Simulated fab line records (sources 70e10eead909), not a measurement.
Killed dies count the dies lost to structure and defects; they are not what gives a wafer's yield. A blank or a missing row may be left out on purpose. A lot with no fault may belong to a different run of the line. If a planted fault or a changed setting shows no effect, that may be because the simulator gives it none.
Comparing a struck lot with a sound one | flow nand_harc | 13 steps out of a route of 1159
Sound: wafers L419.2, L419.4, L419.6. Wafers L424.1, L424.2, L424.3 were the ones struck. Last of all comes the cause.
At each step with rows: each side's tool, then ch and its chambers, then its first start. Under that, the readings that differ: sound wafers | struck wafers | difference of the means | sigmas: that difference in standard deviations of wafers without a fault.
alike: readings with means less than 2 such deviations apart, plus words and numbers identical on both sides. not compared: withheld readings, readings lacking a value on some wafer, bounds such as >300 that could conceal the same value, and numbers that have no deviation in the record and whose values overlap.
A row with sigmas, a row that says differs or no value, or rows on one side alone: a step with any of these is where the two part. Numbers that have no deviation but don't overlap get no sigmas and don't part them. Lack of a reading on every wafer of one side parts them only where that side has two or more wafers.

NHARC_P_START_INSPECT_01:
  sound on defect_inspect-01 at day 4 12:02; struck on defect_inspect-01 at day 5 18:02
  alike: raw_defect_count
then, 9 steps without rows for these wafers: NHARC_P_ZERO_WELL_PRECLEAN_00 (cleans in SPM, time 600 s); NHARC_P_ZERO_WELL_SRD_01; NHARC_P_ZERO_WELL_PECVD_02 (deposits SiO2, target thk 10 nm); NHARC_P_ZERO_WELL_DEHYDRATE_03 (time 120 s); NHARC_P_ZERO_WELL_HMDS_04 (time 30 s); NHARC_P_ZERO_WELL_COAT_64 (time 65 s); NHARC_P_ZERO_WELL_COAT_05 (resist thk 600 nm); NHARC_P_ZERO_WELL_SOFTBAKE_06 (time 70 s); NHARC_P_ZERO_WELL_EBR_07.
NHARC_P_ZERO_WELL_EXPOSE_08: exposes mask P ZERO, target cd 500 nm.
  sound on krf_scanner-02 ch 0, day 4 13:07; struck on krf_scanner-04 ch 0, day 5 19:06
  reading              | sound             | struck            | difference | sigmas
  exposure_dose_mJ_cm2 | 33.81 33.77 33.82 | 32.81 32.81 32.88 | -0.97      | -28
  alike: mask, focus_offset_nm
then, 2 steps without rows for these wafers: NHARC_P_ZERO_WELL_PEB_09 (peb time 80 s); NHARC_END_SORT_01.

## WHERE THEY PART
NHARC_P_ZERO_WELL_EXPOSE_08 only, going by this record.

WHY: what the simulator had put in
Drift in process parameters on krf_scanner-04 at NHARC_P_ZERO_WELL_EXPOSE_08, starting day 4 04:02. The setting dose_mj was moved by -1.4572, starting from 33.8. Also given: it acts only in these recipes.
